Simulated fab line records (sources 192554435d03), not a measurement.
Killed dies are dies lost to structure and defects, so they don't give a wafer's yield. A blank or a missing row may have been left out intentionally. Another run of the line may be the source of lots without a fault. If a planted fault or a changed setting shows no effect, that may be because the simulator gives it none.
fab line records ; flow n5Finfet
[record] lots = 9; wafers = 27; lastDay = 18
route steps=1938 shown BEOL_M0_SAQP@633 BEOL_M4@1111
lots that met no fault: taken from a fault-free run of the same line
startH: start of the lot's first displayed wafer, in hours after the record's first day ; waitH: hours from the lot's prior step to this one ; " repeats the value in the row above ; L1.1+2: a single row standing in for several wafers ; - either no value or no given start ; * or withheld: withheld ; < > ~ a bound
route shown NAME@n: names a module that has steps shown in the file, with the first one's number in the route ; usual: the fault-free wafers' mean and standard deviation ; same: alike in all rows ; chamber/n: place in a boat ; sites: each site's reading ; _std_site: their standard deviation ; _edge_site: outer sites' mean less inner sites' ; radiusMm: how far each site lies from the wafer's centre ; mask NAME#n: copy n ; behind: the tool/chamber that last shaped the wafer ; hold: the reason the lot was held/the length of the hold in hours/how it ended ; device: which transistor (n, p or np) failed to switch ; end of line: at the end of the route, the tests of the same wafers ; where a step has no rows: the recipe by itself ; killed: at the first sort, the dies lost to defects and structure; wafer yield is something else ; map: a wafer's dies, x killed, . not, _ none there
set.NAME: the setting the step ran with; set.NAME@STEP: the setting that earlier step ran with ; model.NAME: the simulator's own value behind a step, which no gauge read
a sample of lots followed through the steps of the route, with each step as a table and each wafer as a row
services: the hour from which a tool's chamber was out of use, counted from the record's first day as startH (under 0 if before that day), plus the number of hours and why
[[steps]]
[step N5_BEOL_M0_SAQP_ILD_DEP_01]
[recipe] material = SiOC; targetThkA = 454.19; tempC = 350; precursor = DEMS/O2; pressureTorr = 5; rfW = 500; timeS = 8.7
[usual] heaterPowerW = 497/75; showerheadPlenumPTorr = 5.689/0.014; throttleValvePct = 11.9/0.58
lot.wafer;tool;chamber;startH;waitH;heaterPowerW;showerheadPlenumPTorr;throttleValvePct
L248.2;pecvd-02;2;107.85;0.0;586;5.697;11.2
L248.3;pecvd-02;1;107.85;0.0;699;5.701;12.5
L248.6;pecvd-02;1;107.85;0.0;707;5.704;12.6
L249.1;pecvd-03;0;110.85;0.0;580;5.678;11.9
L249.3;pecvd-03;2;110.85;0.0;450;5.697;11.0
L249.5;pecvd-03;2;110.85;0.0;441;5.718;11.1
L255.3;pecvd-02;0;152.71;0.0;459;5.688;12.6
L255.4;pecvd-02;2;152.71;0.0;610;5.699;11.3
L255.6;pecvd-02;0;152.71;0.0;461;5.685;12.7
L256.1;pecvd-03;1;155.72;0.0;537;5.666;12.0
L256.2;pecvd-03;2;155.72;0.0;474;5.718;10.8
L256.4;pecvd-03;2;155.72;0.0;468;5.702;11.0
L257.1;pecvd-03;1;158.82;0.0;496;5.659;12.0
L257.3;pecvd-03;2;158.82;0.0;470;5.719;10.9
L257.5;pecvd-03;0;158.82;0.0;522;5.668;11.7
L259.3;pecvd-02;1;169.22;0.0;581;5.713;12.5
L259.5;pecvd-02;2;169.22;0.0;540;5.698;11.3
L259.6;pecvd-02;1;169.22;0.0;576;5.703;12.4
L268.3;pecvd-03;2;230.55;0.0;468;5.698;11.1
L268.5;pecvd-03;1;230.55;0.0;457;5.679;11.8
L268.6;pecvd-03;2;230.55;0.0;464;5.709;11.2
L269.1;pecvd-03;2;233.80;0.0;465;5.688;11.0
L269.3;pecvd-03;1;233.80;0.0;444;5.668;12.1
L269.6;pecvd-03;0;233.80;0.0;491;5.689;11.8
L270.1;pecvd-02;0;238.75;0.0;380;5.689;12.9
L270.4;pecvd-02;0;238.75;0.0;379;5.677;12.7
L270.5;pecvd-02;1;238.75;0.0;624;5.710;12.3
[step N5_BEOL_M0_SAQP_STRIP_86]
[recipe] chemistry = N2/H2; powerW = 500; tempC = 40; pressureMtorr = 50; rfFrequencyHz = 6e+07; overashFraction = 0.3; biasPowerW = 28; h2Frac = 0.5; n2FlowSccm = 300; h2FlowSccm = 300
[usual] drypumpMotorCurrentA = 5.8/0.57; h2FlowSccm = 300.0/1.1; oesProductAu = 0.77/0.099; rfVppV = 121.9/1.5; showerheadPlenumPTorr = 3.39/0.093; throttleValvePct = 18.93/0.25
lot.wafer;tool;chamber;startH;waitH;drypumpMotorCurrentA;h2FlowSccm;oesProductAu;rfHoursCounterH;rfVppV;showerheadPlenumPTorr;throttleValvePct
L248.2;rieDiel-03;2;110.93;0.4;6.6;301.7;0.69;218;119.3;3.31;18.74
L248.3;rieDiel-03;1;110.93;0.4;5.7;300.3;0.99;1;121.2;3.44;18.82
L248.6;rieDiel-03;1;110.93;0.4;5.7;299.9;1.00;-;124.7;3.44;18.87
L249.1;rieDiel-01;3;112.77;0.1;5.9;300.5;0.76;168;123.2;3.24;19.13
L249.3;rieDiel-01;1;112.77;0.1;4.8;300.9;0.72;176;121.4;3.48;18.73
L249.5;rieDiel-01;2;112.77;0.1;6.0;298.4;0.83;-;121.7;3.39;19.02
L255.3;rieDiel-03;2;155.06;0.1;6.6;299.8;0.69;230;123.1;3.31;18.75
L255.4;rieDiel-03;0;155.06;0.1;6.5;300.2;0.69;242;123.1;3.46;19.49
L255.6;rieDiel-03;0;155.06;0.1;6.5;299.2;0.67;-;121.0;3.46;19.48
L256.1;rieDiel-03;2;158.74;0.1;6.6;301.2;0.69;231;124.4;3.31;18.74
L256.2;rieDiel-03;3;158.74;0.1;5.5;300.4;0.71;201;119.9;3.47;19.08
L256.4;rieDiel-03;1;158.74;0.1;5.7;300.5;0.94;14;124.0;3.44;18.86
L257.1;rieDiel-03;3;160.74;0.1;5.5;329.8;0.71;202;123.8;3.55;21.69
L257.3;rieDiel-03;1;160.74;0.1;5.7;299.7;0.95;14;122.7;3.44;18.83
L257.5;rieDiel-03;3;160.74;0.1;5.5;329.5;0.71;-;121.0;3.55;21.70
L259.3;rieDiel-03;2;171.21;0.1;6.6;298.1;0.67;235;122.6;3.30;18.74
L259.5;rieDiel-03;2;171.21;0.1;6.6;299.3;0.67;-;121.7;3.30;18.73
L259.6;rieDiel-03;3;171.21;0.1;5.5;328.7;0.71;-;120.7;3.55;21.68
L268.3;rieDiel-01;0;232.23;0.1;5.2;298.7;0.76;167;124.2;3.35;19.14
L268.5;rieDiel-01;1;232.23;0.1;4.9;299.7;0.70;-;120.2;3.46;18.79
L268.6;rieDiel-01;2;232.23;0.1;6.0;301.9;0.78;-;121.9;3.37;19.09
L269.1;rieDiel-06;1;235.46;0.1;5.1;300.3;0.71;230;120.5;3.30;18.65
L269.3;rieDiel-06;3;235.46;0.1;5.7;300.1;0.78;119;120.9;3.50;18.72
L269.6;rieDiel-06;3;235.46;0.1;5.7;299.8;0.78;-;123.8;3.50;18.74
L270.1;rieDiel-01;3;242.66;0.1;5.9;299.4;0.73;207;121.3;3.22;19.17
L270.4;rieDiel-01;1;242.66;0.1;4.9;300.1;0.70;-;122.7;3.46;18.80
L270.5;rieDiel-01;2;242.66;0.1;6.0;301.4;0.78;-;122.8;3.37;19.10
[step N5_BEOL_M0_SAQP_SPACER1_ETCHBACK_99]
[recipe] chemistry = CHF3/O2; mode = anisotropicEtchback; target = SiO2; targetDepthA = 154; timeS = 7.7; pressureMtorr = 30; sourceW = 650; biasW = 170; Ar_flow_sccm = 200; CHF3_flow_sccm = 50; O2_flow_sccm = 5; ionEnergyEv = 200
[usual] drypumpMotorCurrentA = 5.6/0.56; oesProductAu = 0.78/0.086; rfVppV = 524/14; showerheadPlenumPTorr = 2.41/0.07; throttleValvePct = 18.87/0.24
lot.wafer;tool;chamber;startH;waitH;drypumpMotorCurrentA;oesProductAu;rfHoursCounterH;rfVppV;showerheadPlenumPTorr;throttleValvePct
L248.2;rieDiel-06;0;112.09;0.3;6.2;0.77;150;526;2.31;19.03
L248.3;rieDiel-06;1;112.09;0.3;5.0;0.73;195;504;2.39;18.91
L248.6;rieDiel-06;0;112.09;0.3;6.2;0.77;-;525;2.31;19.05
L249.1;rieDiel-06;2;114.13;0.3;5.0;0.95;10;532;2.37;18.37
L249.3;rieDiel-06;3;114.13;0.3;5.7;0.83;83;552;2.52;18.76
L249.5;rieDiel-06;0;114.13;0.3;6.2;0.77;-;527;2.31;19.03
L255.3;rieDiel-06;1;156.29;0.3;5.1;0.72;206;505;2.39;18.91
L255.4;rieDiel-06;0;156.29;0.3;6.2;0.76;164;525;2.31;19.05
L255.6;rieDiel-06;0;156.29;0.3;6.3;0.76;-;526;2.31;19.06
L256.1;rieDiel-06;2;160.68;0.3;4.9;0.92;26;531;2.36;18.40
L256.2;rieDiel-06;3;160.68;0.3;5.7;0.81;97;551;2.52;18.79
L256.4;rieDiel-06;2;160.68;0.3;5.0;0.91;-;533;2.36;18.41
L257.1;rieDiel-01;3;162.12;0.6;5.9;0.74;184;513;2.30;18.99
L257.3;rieDiel-01;1;162.12;0.6;4.8;0.72;191;518;2.48;18.84
L257.5;rieDiel-01;1;162.12;0.6;4.8;0.71;-;517;2.48;18.82
L259.3;rieDiel-06;2;172.20;0.3;5.0;0.91;30;530;2.36;18.40
L259.5;rieDiel-06;0;172.20;0.3;6.2;0.77;-;525;2.31;19.07
L259.6;rieDiel-06;3;172.20;0.3;5.7;0.81;-;552;2.52;18.79
L268.3;rieDiel-03;3;233.57;0.3;5.4;0.70;228;517;2.47;19.11
L268.5;rieDiel-03;0;233.57;0.3;6.5;0.97;-;541;2.46;18.45
L268.6;rieDiel-03;1;233.57;0.3;5.7;0.88;-;518;2.45;18.68
L269.1;rieDiel-06;1;237.99;0.3;5.0;0.71;231;504;2.38;18.96
L269.3;rieDiel-06;0;237.99;0.3;6.2;0.73;184;524;2.30;19.10
L269.6;rieDiel-06;0;237.99;0.3;6.2;0.74;-;527;2.30;19.10
L270.1;rieDiel-03;0;243.90;0.3;6.5;0.95;14;540;2.46;18.43
L270.4;rieDiel-03;3;243.90;0.3;5.4;0.70;231;516;2.47;19.10
L270.5;rieDiel-03;3;243.90;0.3;5.4;0.69;-;517;2.47;19.11
[step N5_BEOL_M0_SAQP_MANDREL1_REMOVE_100]
[recipe] chemistry = HBr/Cl2/O2; btTimeS = 10; target = a-Si; stopOn = SiNx; endpoint = OES-SiCl; overEtchFrac = 0.85; icpW = 600; biasW = 30; HBr_flow_sccm = 150; Cl2_flow_sccm = 80; O2_flow_sccm = 5; pressureMtorr = 10
[usual] drypumpMotorCurrentA = 5.4/0.5; oesProductAu = 0.994/0.014; throttleValvePct = 36.61/0.23
lot.wafer;tool;chamber;startH;waitH;drypumpMotorCurrentA;oesProductAu;rfHoursCounterH;throttleValvePct
L248.2;rieSi-02;0;112.18;0.1;5.2;1.033;158;36.62
L248.3;rieSi-02;2;112.18;0.1;4.8;0.996;181;36.79
L248.6;rieSi-02;0;112.18;0.1;5.1;1.025;-;36.64
L249.1;rieSi-05;1;114.21;0.1;5.8;0.992;57;36.34
L249.3;rieSi-05;3;114.21;0.1;4.8;0.972;146;36.89
L249.5;rieSi-05;2;114.21;0.1;5.2;0.996;-;36.74
L255.3;rieSi-02;3;156.38;0.1;5.8;0.996;68;36.50
L255.4;rieSi-02;1;156.38;0.1;5.5;1.004;86;36.64
L255.6;rieSi-02;2;156.38;0.1;4.9;1.000;-;36.79
L256.1;rieSi-03;3;160.77;0.1;6.5;0.984;97;36.44
L256.2;rieSi-03;0;160.77;0.1;5.1;0.978;24;36.16
L256.4;rieSi-03;2;160.77;0.1;6.2;0.983;39;36.89
L257.1;rieSi-03;2;162.20;0.1;6.2;0.992;39;36.90
L257.3;rieSi-03;0;162.20;0.1;5.0;0.982;24;36.16
L257.5;rieSi-03;2;162.20;0.1;6.2;0.995;-;36.90
L259.3;rieSi-02;0;172.29;0.1;5.1;1.026;159;36.64
L259.5;rieSi-02;0;172.29;0.1;5.2;1.024;-;36.63
L259.6;rieSi-02;1;172.29;0.1;5.6;0.983;-;36.66
L268.3;rieSi-02;1;233.66;0.1;5.6;0.986;88;36.65
L268.5;rieSi-02;1;233.66;0.1;5.5;0.996;-;36.63
L268.6;rieSi-02;0;233.66;0.1;5.2;1.025;-;36.65
L269.1;rieSi-02;1;238.07;0.1;5.5;0.984;88;36.63
L269.3;rieSi-02;2;238.07;0.1;4.9;1.006;184;36.79
L269.6;rieSi-02;3;238.07;0.1;5.8;1.003;-;36.49
L270.1;rieSi-02;3;243.98;0.1;5.8;0.998;69;36.48
L270.4;rieSi-02;1;243.98;0.1;5.6;0.998;88;36.64
L270.5;rieSi-02;2;243.98;0.1;4.8;0.994;-;36.81
[step N5_BEOL_M4_RC_MEAS_101]
[usual] DIBL_N = 36.2/1.6; DIBL_P = 36.5/1.9; IOFF_N = 0.158/0.027; IOFF_P = 0.21/0.038; ION_N = 675/12; ION_P = 464/8.9; SS_N = 71.5/0.61; SS_P = 73.4/0.59; VT_N = 250.4/3; VT_P = -250/3.6
lot.wafer;tool;chamber;startH;waitH;DIBL_N[mV/V];DIBL_P[mV/V];IOFF_N[nA/um];IOFF_P[nA/um];ION_N[uA/um];ION_P[uA/um];SS_N[mV/dec];SS_P[mV/dec];VT_N[mV];VT_P[mV]
L249.1;prober-01;0;164.40;0.0;37.7;38.5;0.175;0.26;683;474;72.3;74.0;251.0;-247
L249.3;prober-01;0;164.40;0.0;36.3;36.5;0.146;0.22;676;472;71.1;73.0;251.9;-250
L249.5;prober-01;0;164.40;0.0;38.5;39.0;0.194;0.27;683;468;72.0;74.1;247.4;-245
L248.2;prober-02;0;167.34;0.2;34.3;35.5;0.138;0.19;668;457;70.9;72.3;252.3;-251
L248.3;prober-02;0;167.34;0.2;36.1;38.0;0.161;0.24;682;466;71.5;72.9;252.3;-251
L248.6;prober-02;0;167.34;0.2;36.9;38.7;0.184;0.25;688;465;72.0;73.2;249.9;-246
L255.3;prober-01;0;211.01;0.3;34.9;34.8;0.129;0.20;673;465;71.5;73.4;255.7;-249
L255.4;prober-01;0;211.01;0.3;34.2;34.6;0.121;0.19;665;461;71.3;72.7;254.4;-251
L255.6;prober-01;0;211.01;0.3;36.7;37.9;0.165;0.25;685;474;72.1;73.2;248.9;-245
L256.1;prober-01;0;212.54;0.0;37.5;36.6;0.156;0.18;666;452;71.0;73.1;250.0;-257
L256.2;prober-01;0;212.54;0.0;39.8;38.7;0.211;0.21;682;453;72.3;73.9;246.5;-255
L256.4;prober-01;0;212.54;0.0;36.0;34.4;0.128;0.16;651;437;71.1;73.0;256.1;-259
L257.1;prober-02;0;218.98;0.0;37.6;38.5;0.184;0.24;698;475;72.1;73.9;245.7;-249
L257.3;prober-02;0;218.98;0.0;35.8;37.4;0.158;0.22;686;467;71.1;73.5;250.7;-249
L257.5;prober-02;0;218.98;0.0;35.6;37.4;0.165;0.22;696;477;71.1;73.4;247.4;-248
L259.3;prober-01;0;227.77;0.3;34.9;35.8;0.142;0.19;671;463;70.5;73.5;251.0;-250
L259.5;prober-01;0;227.77;0.3;36.5;37.3;0.175;0.20;691;464;70.8;73.8;245.7;-251
L259.6;prober-01;0;227.77;0.3;38.2;39.0;0.209;0.25;705;474;72.8;73.6;246.5;-246
L269.1;prober-02;0;302.58;0.0;35.7;35.7;0.158;0.18;677;459;71.2;72.7;248.8;-254
L269.3;prober-02;0;302.58;0.0;36.8;38.1;0.175;0.23;666;457;71.6;73.8;247.5;-250
L269.6;prober-02;0;302.58;0.0;35.6;36.5;0.165;0.20;677;468;71.4;72.8;248.2;-251
L268.3;prober-02;0;307.86;0.3;38.4;36.8;0.179;0.26;673;468;72.1;73.3;249.6;-247
L268.5;prober-02;0;307.86;0.3;37.6;36.5;0.163;0.25;666;467;72.0;74.1;249.4;-247
L268.6;prober-02;0;307.86;0.3;37.1;35.7;0.161;0.22;658;457;72.8;73.2;253.0;-247
L270.1;prober-02;0;320.57;0.0;35.0;34.8;0.149;0.22;664;463;71.1;72.8;250.4;-248
L270.4;prober-02;0;320.57;0.0;34.2;34.5;0.141;0.22;686;482;70.4;73.0;249.9;-248
L270.5;prober-02;0;320.57;0.0;32.9;33.3;0.116;0.19;666;469;71.3;73.1;252.7;-251
[[services]]
tool;chamber;startH;hours;kind
rieDiel-06;3;84.92;1.6;repair
rieSi-02;3;93.36;8.5;repair
pecvd-03;-;114.44;1.2;repair
rieDiel-03;-;116.21;0.6;repair
rieSi-02;1;120.26;2.0;repair
rieDiel-03;-;123.78;2.8;pm
pecvd-03;2;126.61;6.8;repair
rieSi-05;-;143.10;2.8;pm
rieSi-03;1;144.77;7.9;repair
rieDiel-06;0;160.21;2.8;repair
rieDiel-03;0;178.59;-;clean
rieDiel-03;0;178.59;-;consumableReplace:focusRing
rieDiel-03;0;178.59;26.3;scheduledDown
rieDiel-03;0;178.59;26.3;ventCycle
rieSi-03;3;186.51;11.9;repair
rieDiel-06;0;213.00;3.4;repair
pecvd-02;-;216.91;14.6;pm
rieDiel-03;2;217.30;-;clean
rieDiel-03;2;217.30;-;consumableReplace:focusRing
rieSi-03;-;217.63;2.8;pm
rieSi-02;0;223.87;1.4;repair
rieDiel-01;1;226.18;3.6;repair
pecvd-02;2;233.53;18.2;repair
rieDiel-01;0;241.59;12.8;repair
[[key]]
[firstSign] step = N5_BEOL_M0_SAQP_STRIP_86; reading = h2FlowSccm; direction = up; sigmas = 27; usual = 300.0; struck = 329.3
[effect] step = N5_BEOL_M0_SAQP_STRIP_86; reading = throttleValvePct; direction = up; sigmas = 11; usual = *; struck = *
metAt N5_BEOL_M0_SAQP_STRIP_86
struckLots L257,L259
struckWafers L257.1,L257.5,L259.6
notActingAt N5_BEOL_M0_SAQP_ILD_DEP_01,N5_BEOL_M0_SAQP_SPACER1_ETCHBACK_99,N5_BEOL_M0_SAQP_MANDREL1_REMOVE_100
onsetBetween 158.74 160.74
[fault] kind = processParameterDrift; tool = rieDiel-03; chamber = 3; onsetH = 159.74; steps = N5_BEOL_M0_SAQP_STRIP_86; channel = h2FlowSccm; offset = 30; shape = step; endH = 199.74; actsIn = theseRecipesOnly; stated = 300
